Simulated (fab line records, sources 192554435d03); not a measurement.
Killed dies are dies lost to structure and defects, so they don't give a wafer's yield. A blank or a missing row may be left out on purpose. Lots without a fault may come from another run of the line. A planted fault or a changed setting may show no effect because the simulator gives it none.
Problem report in the 8D (eight disciplines) form, filled by code | flow n5_finfet | the parts of the form that need people (team, actions taken, sign-off) are left out

1. THE PROBLEM
susceptor_temp_C at N5_BEOL_M0_SAQP_SPACER1_ALD_98 reads a mean of 282.44 C on 1 wafer of 1 lot; wafers without a fault read 300.00 C with a standard deviation of 0.19. That is -92 standard deviations from the usual mean.
The step: deposits SiO2, target thk 12.8 nm, pulse time 1 s, purge time 2 s.
First seen on wafer L316.5, day 8 02:57, on ald_sin-01. The record holds 28 wafers of 10 lots with a number at this step. Rule for "out", or "out of limits": more than 4 standard deviations from the usual mean. The other wafers with a number count as sound.

2. WHAT IT IS AND WHAT IT IS NOT
question                    | is               | is not
which readings at this step | susceptor_temp_C | heater_power_w, precursor_pulse_height_rel
which lots                  | L316             | L306, L307, L311, L314, L322, L326, L327, L328, L329
which wafers of those lots  | L316.5           | L316.1, L316.3
read on which tools         | ald_sin-01       | ald_sin-03, ald_sin-04
when                        | from day 8 02:57 | up to then (14 sound wafers); but 13 sound wafers of L322, L326, L327, L328, L329 came after

3. SUSPECTS, AND WHAT RULES EACH OUT
Counting: a tool at a process step up to the reading stays a suspect if it ran every lot that is out. Sound lots after the first of them don't rule it out here, since some wafers of a struck lot are sound.
- ald_sin-01 at N5_BEOL_M0_SAQP_SPACER1_ALD_98 (deposits SiO2, target thk 12.8 nm, pulse time 1 s, purge time 2 s): kept. It ran the lot that is out, L316 (day 8 02:57); its last sound lot up to then is L311 (day 7 00:02). Its own readings are out on those wafers: susceptor_temp_C.
- Within ald_sin-01 at N5_BEOL_M0_SAQP_SPACER1_ALD_98: the wafers that are out ran in chamber 1; their sound lot-mates ran in chambers 0, 2.
Left after counting: ald_sin-01 at N5_BEOL_M0_SAQP_SPACER1_ALD_98.

4. THE CAUSE (what the simulator had put in)
Process parameter drift: ald_sin-01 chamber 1, from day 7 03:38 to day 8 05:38, at N5_BEOL_M0_SAQP_SPACER1_ALD_98. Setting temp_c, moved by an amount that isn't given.
Counting left only this tool.

5. THE CHAIN OF EFFECTS, in route order
Each row: a reading whose mean over the struck wafers that have a number lies more than 3 standard deviations from the usual. Only readings for which the record gives a usual standard deviation are gone through. hours: the time from each lot's start at the first step in this table that gives one to its start at this step, as a median over the lots. sigmas: the change in usual standard deviations.
hours | step                           | reading              | usual    | on struck wafers | change | sigmas
0     | N5_BEOL_M0_SAQP_SPACER1_ALD_98 | susceptor_temp_C     | 300.00 C | 282.44           | -17.56 | -92
162   | N5_PASSIVATION_PROBE_49        | defect_limited_yield | 91.5 %   | 84.0             | -7.5   | -5.0
162   | N5_PASSIVATION_PROBE_49        | killed_at_M0_to_M3   | 30       | 115              | +85    | +7.7
162   | N5_PASSIVATION_PROBE_49        | killed_dies          | 100      | 189              | +89    | +4.9
162   | N5_PASSIVATION_PROBE_49        | killed_on_rim        | 13       | 25               | +12    | +3.2
162   | N5_PASSIVATION_PROBE_49        | sort_bin_5_function  | 5.0 %    | 12.2             | +7.2   | +7.4
162   | N5_PASSIVATION_PROBE_49        | sort_n_pass          | 1080     | 991              | -89    | -4.9
162   | N5_PASSIVATION_PROBE_49        | sort_yield_pct       | 91.5 %   | 84.0             | -7.5   | -5.0
The process steps in it:
- N5_BEOL_M0_SAQP_SPACER1_ALD_98: deposits SiO2, target thk 12.8 nm, pulse time 1 s, purge time 2 s.
- N5_PASSIVATION_PROBE_49
Later measuring or inspecting steps at which every struck wafer that the step has a row for has a number for every such reading, and none has moved that far: N5_BEOL_M4_RC_MEAS_101.

6. WHAT WOULD HAVE CAUGHT IT SOONER
In this record the first reading out of limits was taken at day 8 02:57, 23 hours after the fault began at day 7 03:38.
